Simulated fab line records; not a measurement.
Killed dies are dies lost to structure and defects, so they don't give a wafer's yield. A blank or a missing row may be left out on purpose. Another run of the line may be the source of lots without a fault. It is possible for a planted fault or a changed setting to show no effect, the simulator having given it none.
Chamber matching -- flow n5Finfet -- 4 sister chambers for N5_BEOL_M9_ALD_74 on aldMetal-02
The step deposits TaN, target thk 2 nm, pulse time 2 s, purge time 3 s. 7 wafers are shown with their chamber, then 7 later ones without.

WAFERS, EACH WITH ITS CHAMBER
wafer,chamber,heaterPowerW (W),mfcCarrierSccm (sccm)
L086.1,0,354,1495
L086.3,2,407,1491
L088.1,1,340,1503
L088.3,3,430,1500
L088.5,3,439,1498
L090.1,2,415,1503
L090.2,1,342,1500

WAFERS WHOSE CHAMBER IS MISSING
wafer,heaterPowerW (W),mfcCarrierSccm (sccm)
L090.5,410,1506
L091.2,358,1502
L091.3,332,1495
L091.4,433,1503
L092.2,345,1505
L092.5,447,1500
L092.6,362,1497

WHICH CHAMBER EACH WENT THROUGH
wafer,from the rows above,in truth
L090.5,2,2
L091.2,can't be placed: 0 or 1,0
L091.3,1,1
L091.4,3,3
L092.2,can't be placed: 1 or 0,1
L092.5,3,3
L092.6,0,0
Placed correctly: 5 of 7. These rows do not allow placing 2 (true chamber among the candidates in 2). Placed wrongly: 0.
How it was worked out, from the rows above alone: a wafer's distance from a chamber is the root of the sum, over the readings, of the square of ((its reading less the chamber's mean) divided by the reading's scatter). The wafer belongs to the nearest chamber; if the next one is less than 2 further off, it can't be placed. For every chamber, the mean is computed from those of its wafers that are shown. How the scatter is found: for the shown wafers, subtract from each reading the mean of its chamber, square and add these, divide the total by (wafers less chambers), then take the root.
